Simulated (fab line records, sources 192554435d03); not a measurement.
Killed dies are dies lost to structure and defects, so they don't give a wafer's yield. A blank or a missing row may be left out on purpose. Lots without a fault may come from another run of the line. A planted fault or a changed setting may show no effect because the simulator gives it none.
fab line records | flow n5_finfet | part 1 of 2: steps 1 to 23 of 29
record lots=5 wafers=15 last_day=18
route steps=1938 shown BEOL_M6@1207
lots that met no fault: from a run of the same line without faults
start_h: hours from the record's first day to the start of the lot's first wafer shown | wait_h: hours since the lot's step before | " the same as in the row above | L1.1+2: a row that stands for several wafers | - no value, or no start given | * or withheld: withheld | < > ~ a bound
route shown NAME@n: a module of which the file shows steps, and the number in the route of the first | usual: mean/standard deviation of fault-free wafers | same: alike in all rows | chamber/n: place in a boat | sites: the reading at each site | _std_site: their standard deviation | _edge_site: outer sites' mean less inner sites' | radius_mm: how far each site lies from the wafer's centre | mask NAME#n: copy n | behind: the tool/chamber that last shaped the wafer | hold: why the lot was held/for how many hours/how that ended | device: the transistor (n, p or np) that didn't switch | end of line: the same wafers' tests at the end of the route | a step without rows: its recipe alone | killed: dies lost to structure and defects at the first sort, not the wafer's yield | map: a wafer's dies, x killed, . not, _ none there
set.NAME: the setting as run; set.NAME@STEP: as run at that earlier step | model.NAME: the simulator's own value behind a step, which no gauge read
lots at some steps of the route; a table a step, a row a wafer
services: from which hour (start_h, from the record's first day; less than 0 if before it) a tool's chamber was out of use, for how many hours, and why
## steps
# step N5_BEOL_M6_CD_MEAS_11
# recipe target_cd_nm=38.5 landing_energy_ev=500 detector=se_inlens polarity=opening
# usual cd_nm=38.6/0.75
# columns lot.wafer tool chamber start_h wait_h cd_nm
L074.1 cd_sem-02 0 194.89 - 39.8
L074.2 " 0 " " 40.6
L074.3 " 0 " " 39.2
L079.2 cd_sem-01 0 225.40 - 38.1
L079.3 " 0 " " 37.6
L079.6 " 0 " " 38.1
L085.1 cd_sem-02 0 274.65 - 38.8
L085.2 " 0 " " 38.2
L085.4 " 0 " " 38.3
L095.1 cd_sem-03 0 319.05 - 39.3
L095.2 " 0 " " 38.6
L095.6 " 0 " " 37.3
L097.3 cd_sem-02 0 341.93 - 38.6
L097.5 " 0 " " 38.8
L097.6 " 0 " " 39.0
# step N5_BEOL_M6_OVL_MEAS_12
# recipe points_per_wafer=44
# usual M6_OVL=0.5/0.77
# columns lot.wafer tool chamber start_h wait_h M6_OVL[nm]
L074.1 overlay-01 0 194.92 0.0 0.4
L074.2 " 0 " " 1.0
L074.3 " 0 " " 1.0
L079.2 overlay-02 0 225.42 0.0 -0.2
L079.3 " 0 " " 1.0
L079.6 " 0 " " 0.3
L085.1 overlay-01 0 274.68 0.0 0.8
L085.2 " 0 " " -0.1
L085.4 " 0 " " 0.6
L095.1 overlay-01 0 319.08 0.0 -0.5
L095.2 " 0 " " -0.3
L095.6 " 0 " " 0.7
L097.3 overlay-02 0 341.96 0.0 1.0
L097.5 " 0 " " 1.2
L097.6 " 0 " " 1.0
# step N5_BEOL_M6_INSPECT_13
# recipe mode=adi inspect_instrument=brightfield
# usual raw_defect_count=421/110
# columns lot.wafer tool chamber start_h wait_h raw_defect_count
L074.1 defect_inspect-02 - 194.95 0.0 304
L074.2 " - " " 461
L074.3 " - " " 374
L079.2 defect_inspect-01 - 225.45 0.0 367
L079.3 " - " " 497
L079.6 " - " " 620
L085.1 defect_inspect-02 - 274.70 0.0 393
L085.2 " - " " 472
L085.4 " - " " 321
L095.1 defect_inspect-01 - 319.11 0.0 493
L095.2 " - " " 495
L095.6 " - " " 301
L097.3 defect_inspect-02 - 341.98 0.0 379
L097.5 " - " " 374
L097.6 " - " " 284
# step N5_BEOL_M6_DESCUM_16
# recipe chemistry=O2 time_s=7.9 source_power_w=50 bias_power_w=20 pressure_mtorr=20 rf_frequency_hz=2.712e+07 temp_c=40 resist=CAR-ArF o2_flow_sccm=225
# usual drypump_motor_current_A=5.7/0.43 oes_product_au=0.79/0.095 rf_vpp_V=243.8/0.96 showerhead_plenum_p_Torr=2.14/0.048 throttle_valve_pct=20.36/0.24
# columns lot.wafer tool chamber start_h wait_h drypump_motor_current_A oes_product_au rf_hours_counter_h rf_vpp_V showerhead_plenum_p_Torr throttle_valve_pct
L074.1 rie_diel-01 2 194.98 0.0 5.9 0.69 247 245.2 2.13 20.17
L074.2 " 1 " " 6.0 0.77 139 244.2 2.19 20.34
L074.3 " 3 " " 5.8 0.86 43 244.4 2.12 20.61
L079.2 rie_diel-01 1 225.59 0.1 6.0 0.76 154 243.9 2.19 20.36
L079.3 " 2 " " 5.9 0.99 4 244.0 2.13 19.83
L079.6 " 0 " " 5.5 0.67 - 242.4 2.13 20.39
L085.1 rie_diel-01 3 274.74 0.0 5.7 0.83 71 243.7 2.11 20.67
L085.2 " 0 " " 5.5 0.91 11 243.7 2.12 20.04
L085.4 " 1 " " 6.0 0.74 173 244.7 2.18 20.38
L095.1 rie_diel-04 3 319.45 0.3 4.9 0.78 142 241.0 1.99 20.45
L095.2 " 1 " " 5.7 0.73 168 242.0 2.08 20.27
L095.6 " 2 " " 5.0 0.85 - 243.5 2.12 20.46
L097.3 rie_diel-04 0 342.01 0.0 6.7 0.80 110 245.6 2.20 20.22
L097.5 " 3 " " 4.9 0.77 - 242.3 1.99 20.48
L097.6 " 0 " " 6.7 0.80 - 244.1 2.20 20.22
# step N5_BEOL_M6_ETCH_61
# recipe chemistry=CF4 target=SiARC target_depth_a=455 mask_material=CAR-ArF time_s=75.8 ion_energy_ev=80 pressure_mtorr=40 source_w=545 bias_w=36 Ar_flow_sccm=100 cf4_flow_sccm=100 ends=cleared
# usual drypump_motor_current_A=5.7/0.43 etch_rf_on_time_s=76.8/1.6 mfc_ar_sccm=100.03/0.29 oes_product_au=0.67/0.08 rf_vpp_V=184.6/0.92 showerhead_plenum_p_Torr=2.18/0.037 throttle_valve_pct=15.54/0.24
# columns lot.wafer tool chamber start_h wait_h drypump_motor_current_A etch_rf_on_time_s mfc_ar_sccm oes_product_au rf_hours_counter_h rf_vpp_V showerhead_plenum_p_Torr throttle_valve_pct
L074.1 rie_diel-01 2 195.02 0.0 5.8 78.3 100.10 0.57 247 184.7 2.18 15.50
L074.2 " 1 " " 6.0 78.5 99.62 0.63 139 185.8 2.22 15.45
L074.3 " 3 " " 5.7 75.7 100.22 0.73 43 185.7 2.17 15.70
L079.2 rie_diel-01 1 225.62 0.0 6.1 77.2 99.95 0.64 154 185.2 2.22 15.47
L079.3 " 2 " " 5.8 76.1 99.97 0.83 4 182.7 2.18 15.01
L079.6 " 0 " " 5.5 75.6 99.52 0.58 - 184.9 2.19 15.78
L085.1 rie_diel-01 3 274.77 0.0 5.7 73.8 99.92 0.72 71 185.0 2.16 15.75
L085.2 " 0 " " 5.5 73.5 100.14 0.80 11 184.0 2.18 15.29
L085.4 " 1 " " 6.1 76.7 99.95 0.63 173 184.3 2.21 15.50
L095.1 rie_diel-04 3 319.49 0.0 4.9 74.2 99.74 0.67 142 182.8 2.07 15.77
L095.2 " 1 " " 5.6 75.0 99.85 0.63 168 185.1 2.14 15.54
L095.6 " 2 " " 5.0 78.4 99.93 0.71 - 183.2 2.17 15.68
L097.3 rie_diel-04 0 342.05 0.0 6.7 74.6 99.92 0.67 110 184.6 2.24 15.38
L097.5 " 3 " " 4.9 75.3 99.97 0.66 - 182.1 2.06 15.79
L097.6 " 0 " " 6.7 74.7 100.12 0.68 - 184.8 2.24 15.38
# step N5_BEOL_M6_ETCH_62
# recipe chemistry=N2/H2 target=SOC target_depth_a=1100 overetch_a=220 mask_material=SiARC temp_c=40 time_s=165 ion_energy_ev=200 pressure_mtorr=30 source_w=840 bias_w=150 n2_flow_sccm=200 h2_flow_sccm=200
# usual drypump_motor_current_A=5.8/0.43 oes_product_au=0.67/0.077 rf_vpp_V=525.4/1.7 showerhead_plenum_p_Torr=2.60/0.052 throttle_valve_pct=17.75/0.27
# columns lot.wafer tool chamber start_h wait_h drypump_motor_current_A oes_product_au rf_hours_counter_h rf_vpp_V showerhead_plenum_p_Torr throttle_valve_pct
L074.1 rie_diel-01 2 195.07 0.0 5.9 0.58 247 525.8 2.61 17.72
L074.2 " 1 " " 6.1 0.64 139 527.6 2.66 17.74
L074.3 " 3 " " 5.7 0.74 43 525.1 2.58 18.01
L079.2 rie_diel-01 1 225.68 0.0 6.0 0.64 154 527.6 2.66 17.77
L079.3 " 2 " " 5.9 0.83 4 525.4 2.61 17.33
L079.6 " 0 " " 5.5 0.57 - 524.3 2.58 17.77
L085.1 rie_diel-01 3 274.83 0.0 5.7 0.70 71 524.5 2.57 18.06
L085.2 " 0 " " 5.5 0.78 11 524.8 2.58 17.35
L085.4 " 1 " " 6.1 0.62 173 527.3 2.65 17.79
L095.1 rie_diel-04 3 319.54 0.0 4.9 0.66 142 521.9 2.43 17.99
L095.2 " 1 " " 5.7 0.63 169 523.6 2.52 17.63
L095.6 " 2 " " 5.0 0.72 - 524.8 2.58 17.98
L097.3 rie_diel-04 0 342.11 0.0 6.7 0.67 110 528.3 2.65 17.41
L097.5 " 3 " " 4.9 0.65 - 520.2 2.43 18.00
L097.6 " 0 " " 6.7 0.67 - 526.9 2.65 17.42
# step N5_BEOL_M6_STRIP_68
# recipe chemistry=N2/H2 temp_c=40 n2_flow_sccm=200 h2_flow_sccm=200 rf_frequency_hz=6e+07
# columns lot.wafer tool chamber start_h wait_h
L074.1+2+3 rie_diel-01 2,1,3 195.21 0.1
L079.2+3+6 rie_diel-01 1,2,0 225.81 0.1
L085.1+2+4 rie_diel-01 3,0,1 274.97 0.1
L095.1+2+6 rie_diel-04 3,1,2 319.68 0.1
L097.3+5+6 rie_diel-04 0,3,0 342.24 0.1
# step N5_BEOL_M6_STRIP_67
# recipe chemistry=CF4 resist=SiARC power_w=300 bias_power_w=75 pressure_mtorr=50 cf4_flow_sccm=150 rf_frequency_hz=6e+07
# usual drypump_motor_current_A=5.7/0.43 oes_product_au=0.79/0.091 rf_vpp_V=272.0/0.96 showerhead_plenum_p_Torr=1.83/0.033 throttle_valve_pct=13.52/0.25
# columns lot.wafer tool chamber start_h wait_h drypump_motor_current_A oes_product_au rf_hours_counter_h rf_vpp_V showerhead_plenum_p_Torr throttle_valve_pct
L074.1 rie_diel-01 2 195.22 0.0 5.8 0.67 247 270.7 1.82 13.51
L074.2 " 1 " " 6.0 0.76 139 272.2 1.87 13.45
L074.3 " 3 " " 5.7 0.87 44 271.4 1.81 13.59
L079.2 rie_diel-01 1 225.82 0.0 6.0 0.75 154 271.8 1.86 13.47
L079.3 " 2 " " 5.8 0.98 4 271.6 1.82 12.98
L079.6 " 0 " " 5.5 0.67 - 271.8 1.84 13.83
L085.1 rie_diel-01 3 274.98 0.0 5.7 0.84 71 270.6 1.80 13.66
L085.2 " 0 " " 5.5 0.93 11 271.4 1.83 13.27
L085.4 " 1 " " 6.1 0.73 173 273.4 1.86 13.53
L095.1 rie_diel-04 3 319.69 0.0 4.9 0.77 142 270.4 1.73 13.72
L095.2 " 1 " " 5.6 0.74 169 270.8 1.79 13.54
L095.6 " 2 " " 4.9 0.84 - 271.1 1.82 13.63
L097.3 rie_diel-04 0 342.25 0.0 6.7 0.79 110 272.7 1.88 13.40
L097.5 " 3 " " 4.9 0.77 - 269.3 1.73 13.74
L097.6 " 0 " " 6.6 0.80 - 273.4 1.88 13.40
# step N5_BEOL_M6_HM_OPEN_17
# recipe chemistry=Cl2/BCl3 target_depth_a=200 overetch_a=60 target=TiN mask_material=SOC ion_energy_ev=150 pressure_mtorr=10 icp_w=1000 bias_w=126 Cl2_flow_sccm=53.25 bcl3_flow_sccm=21.75 Ar_flow_sccm=25
# usual bcl3_flow_sccm=21.76/0.062 drypump_motor_current_A=5.92/0.19 he_backside_leak_sccm=3.3/0.37 mfc_ar_sccm=25.02/0.078 oes_product_au=0.68/0.084 throttle_valve_pct=22.01/0.15
# columns lot.wafer tool chamber start_h wait_h bcl3_flow_sccm drypump_motor_current_A he_backside_leak_sccm mfc_ar_sccm oes_product_au rf_hours_counter_h throttle_valve_pct
L074.1 rie_metal-03 1 195.26 0.0 21.82 5.75 3.2 25.06 0.73 19 21.83
L074.2 " 1 " " 21.83 5.75 3.1 25.02 0.73 - 21.85
L074.3 " 1 " " 21.74 5.74 2.9 25.06 0.73 - 21.84
L079.2 rie_metal-01 0 225.87 0.0 21.83 5.82 3.4 24.95 0.54 124 22.13
L079.3 " 0 " " 21.82 5.80 3.4 25.06 0.54 - 22.13
L079.6 " 1 " " 21.74 6.23 3.3 25.03 0.59 - 22.14
L085.1 rie_metal-02 0 275.02 0.0 21.83 5.68 3.4 25.02 0.68 38 22.21
L085.2 " 1 " " 21.87 6.23 3.4 25.16 0.61 61 21.99
L085.4 " 1 " " 21.69 6.17 3.4 25.04 0.62 - 21.98
L095.1 rie_metal-03 1 319.73 0.0 21.68 5.73 3.2 25.17 0.68 31 21.88
L095.2 " 0 " " 21.80 6.04 3.4 25.12 0.74 13 22.07
L095.6 " 0 " " 21.75 6.02 3.5 25.06 0.74 - 22.07
L097.3 rie_metal-03 0 342.32 0.1 21.75 6.05 3.4 24.90 0.75 - 22.05
L097.5 " 1 " " 21.82 5.75 3.2 25.14 0.69 - 21.86
L097.6 " 0 " " 21.78 6.03 3.4 24.83 0.74 - 22.07
# step N5_BEOL_M6_STRIP_19
# recipe chemistry=O2 power_w=400 temp_c=40 pressure_mtorr=30 rf_frequency_hz=6e+07 bias_power_w=0 overash_fraction=0.2 o2_flow_sccm=225
# usual drypump_motor_current_A=5.8/0.47 oes_product_au=0.80/0.09 rf_vpp_V=3.7/0.59 showerhead_plenum_p_Torr=2.14/0.054 throttle_valve_pct=16.58/0.24
# columns lot.wafer tool chamber start_h wait_h drypump_motor_current_A oes_product_au rf_hours_counter_h rf_vpp_V showerhead_plenum_p_Torr throttle_valve_pct
L074.1 rie_diel-04 0 195.46 0.2 6.7 0.86 61 3.1 2.22 16.37
L074.2 " 1 " " 5.7 0.77 124 3.7 2.10 16.48
L074.3 " 2 " " 5.0 0.92 23 3.8 2.14 16.61
L079.2 rie_diel-01 0 226.00 0.1 5.5 0.66 262 4.2 2.13 16.74
L079.3 " 1 " " 6.0 0.76 154 3.7 2.19 16.60
L079.6 " 2 " " 5.9 0.98 - 3.5 2.13 16.07
L085.1 rie_diel-05 3 275.14 0.1 6.1 0.68 231 2.4 2.17 16.86
L085.2 " 1 " " 6.1 0.66 235 3.1 2.16 16.92
L085.4 " 0 " " 5.6 0.73 199 4.1 2.18 16.80
L095.1 rie_diel-01 1 319.91 0.1 6.1 0.72 190 3.1 2.18 16.68
L095.2 " 0 " " 5.5 0.89 28 4.0 2.12 16.32
L095.6 " 1 " " 6.1 0.72 - 3.0 2.18 16.66
L097.3 rie_diel-05 0 342.40 0.1 5.5 0.71 228 3.3 2.17 16.86
L097.5 " 0 " " 5.6 0.70 - 4.0 2.17 16.85
L097.6 " 2 " " 5.9 0.92 - 2.0 2.17 16.12
# step N5_BEOL_M6_CD_MEAS_18
# recipe pitch_nm=80 target_cd_nm=40
# usual cd_nm=40.2/0.77
# columns lot.wafer tool chamber start_h wait_h cd_nm
L074.1 cd_sem-03 - 195.53 0.0 41.2
L074.2 " - " " 42.6
L074.3 " - " " 41.3
L079.2 cd_sem-02 - 226.07 0.1 39.3
L079.3 " - " " 39.3
L079.6 " - " " 39.9
L085.1 cd_sem-03 - 275.21 0.0 40.6
L085.2 " - " " 39.4
L085.4 " - " " 40.1
L095.1 cd_sem-03 - 319.98 0.0 40.9
L095.2 " - " " 40.0
L095.6 " - " " 38.9
L097.3 cd_sem-03 - 342.48 0.1 40.0
L097.5 " - " " 40.6
L097.6 " - " " 40.5
# step N5_BEOL_M6_COAT_63
# recipe resist=SOC temp_c=250 time_s=60 spin_rpm=1500 resist_thk_nm=60
# columns lot.wafer tool chamber start_h wait_h
L074.1+2+3 litho_track-01 0 196.20 0.7
L079.2+3+6 litho_track-01 0 226.12 0.1
L085.1+2+4 litho_track-01 0 276.17 1.0
L095.1+2+6 litho_track-01 0 320.13 0.1
L097.3+5+6 litho_track-05 0 343.41 0.9
# step N5_BEOL_M6_COAT_64
# recipe resist=SiARC temp_c=220 time_s=60 spin_rpm=1500 resist_thk_nm=12
# columns lot.wafer tool chamber start_h wait_h
L074.1+2+3 litho_track-01 0 - -
L079.2+3+6 litho_track-01 0 - -
L085.1+2+4 litho_track-01 0 - -
L095.1+2+6 litho_track-01 0 - -
L097.3+5+6 litho_track-05 0 - -
# step N5_BEOL_M6_COAT_71
# recipe resist=underlayer temp_c=205 time_s=60 spin_rpm=1500 resist_thk_nm=5
# columns lot.wafer tool chamber start_h wait_h
L074.1+2+3 litho_track-01 0 - -
L079.2+3+6 litho_track-01 0 - -
L085.1+2+4 litho_track-01 0 - -
L095.1+2+6 litho_track-01 0 - -
L097.3+5+6 litho_track-05 0 - -
# step N5_BEOL_M6_COAT_22
# recipe resist=CAR-EUV spin_rpm=1500 resist_thk_nm=30
# columns lot.wafer tool chamber start_h wait_h
L074.1+2+3 litho_track-01 0 - -
L079.2+3+6 litho_track-01 0 - -
L085.1+2+4 litho_track-01 0 - -
L095.1+2+6 litho_track-01 0 - -
L097.3+5+6 litho_track-05 0 - -
# step N5_BEOL_M6_EBR_24
# recipe solvent=PGMEA ebr_width_mm=1.5
# columns lot.wafer tool chamber start_h wait_h
L074.1+2+3 litho_track-01 0 - -
L079.2+3+6 litho_track-01 0 - -
L085.1+2+4 litho_track-01 0 - -
L095.1+2+6 litho_track-01 0 - -
L097.3+5+6 litho_track-05 0 - -
# step N5_BEOL_M6_SOFTBAKE_23
# recipe temp_c=110 time_s=60 resist=CAR-EUV
# columns lot.wafer tool chamber start_h wait_h
L074.1+2+3 litho_track-01 0 - -
L079.2+3+6 litho_track-01 0 - -
L085.1+2+4 litho_track-01 0 - -
L095.1+2+6 litho_track-01 0 - -
L097.3+5+6 litho_track-05 0 - -
# step N5_BEOL_M6_EXPOSE_25
# recipe mask_id=V5 na=0.33 source_shape=annular sigma_inner=0.4 sigma_outer=0.8 polarization=unpolarized target_cd_nm=40 dose_mj=45
# columns lot.wafer tool chamber start_h wait_h mask
L074.1+2+3 euv_scanner-02 0 196.34 - V5#0
L079.2+3+6 euv_scanner-01 0 226.26 - V5#0
L085.1+2+4 euv_scanner-02 0 276.43 - V5#0
L095.1+2+6 euv_scanner-01 0 320.39 - V5#0
L097.3+5+6 euv_scanner-01 0 343.77 - V5#0
# step N5_BEOL_M6_PEB_26
# recipe peb_temp_c=100 peb_time_s=60 resist=CAR-EUV
# same peb_time_s=60
# columns lot.wafer tool chamber start_h wait_h
L074.1+2+3 litho_track-04 0 196.41 0.1
L079.2+3+6 litho_track-04 0 226.32 0.1
L085.1+2+4 litho_track-04 0 276.50 0.1
L095.1+2+6 litho_track-04 0 320.46 0.1
L097.3+5+6 litho_track-04 0 343.83 0.0
# step N5_BEOL_M6_DEVELOP_27
# recipe develop_time_s=30 developer=TMAH resist=CAR-EUV rinse_liquid=surfactant_rinse dry=air_spin dev_temp_c=23
# columns lot.wafer tool chamber start_h wait_h
L074.1+2+3 litho_track-04 0 - -
L079.2+3+6 litho_track-04 0 - -
L085.1+2+4 litho_track-04 0 - -
L095.1+2+6 litho_track-04 0 - -
L097.3+5+6 litho_track-04 0 - -
# step N5_BEOL_M6_CD_MEAS_28
# recipe target_cd_nm=40 landing_energy_ev=500 detector=se_inlens
# usual cd_nm=40.01/0.24
# columns lot.wafer tool chamber start_h wait_h cd_nm
L074.1 cd_sem-03 0 196.48 - 40.55
L074.2 " 0 " " 40.48
L074.3 " 0 " " 40.43
L079.2 cd_sem-03 0 226.39 - 40.46
L079.3 " 0 " " 39.64
L079.6 " 0 " " 40.13
L085.1 cd_sem-02 0 276.56 - 39.86
L085.2 " 0 " " 40.22
L085.4 " 0 " " 40.15
L095.1 cd_sem-02 0 320.53 - 40.17
L095.2 " 0 " " 39.49
L095.6 " 0 " " 40.06
L097.3 cd_sem-03 0 343.89 - 40.24
L097.5 " 0 " " 40.16
L097.6 " 0 " " 40.44
# step N5_BEOL_M6_OVL_MEAS_29
# recipe points_per_wafer=522
# usual V5_OVL=0.2/0.63
# columns lot.wafer tool chamber start_h wait_h V5_OVL[nm]
L074.1 overlay-01 0 196.51 0.0 -0.3
L074.2 " 0 " " -0.2
L074.3 " 0 " " 0.1
L079.2 overlay-02 0 226.43 0.0 1.2
L079.3 " 0 " " 0.2
L079.6 " 0 " " -0.3
L085.1 overlay-01 0 276.59 0.0 0.7
L085.2 " 0 " " -0.6
L085.4 " 0 " " -0.2
L095.1 overlay-01 0 320.56 0.0 -0.2
L095.2 " 0 " " 0.0
L095.6 " 0 " " 1.2
L097.3 overlay-01 0 343.93 0.0 -0.5
L097.5 " 0 " " 0.6
L097.6 " 0 " " 0.6
# step N5_BEOL_M6_INSPECT_30
# recipe mode=adi inspect_instrument=brightfield
# usual raw_defect_count=414/100
# columns lot.wafer tool chamber start_h wait_h raw_defect_count
L074.1 defect_inspect-01 - 196.57 0.1 369
L074.2 " - " " 593
L074.3 " - " " 460
L079.2 defect_inspect-01 - 226.48 0.0 389
L079.3 " - " " 509
L079.6 " - " " 577
L085.1 defect_inspect-02 - 276.66 0.1 371
L085.2 " - " " 460
L085.4 " - " " 329
L095.1 defect_inspect-02 - 320.72 0.2 379
L095.2 " - " " 375
L095.6 " - " " 244
L097.3 defect_inspect-01 - 343.98 0.0 496
L097.5 " - " " 488
L097.6 " - " " 356
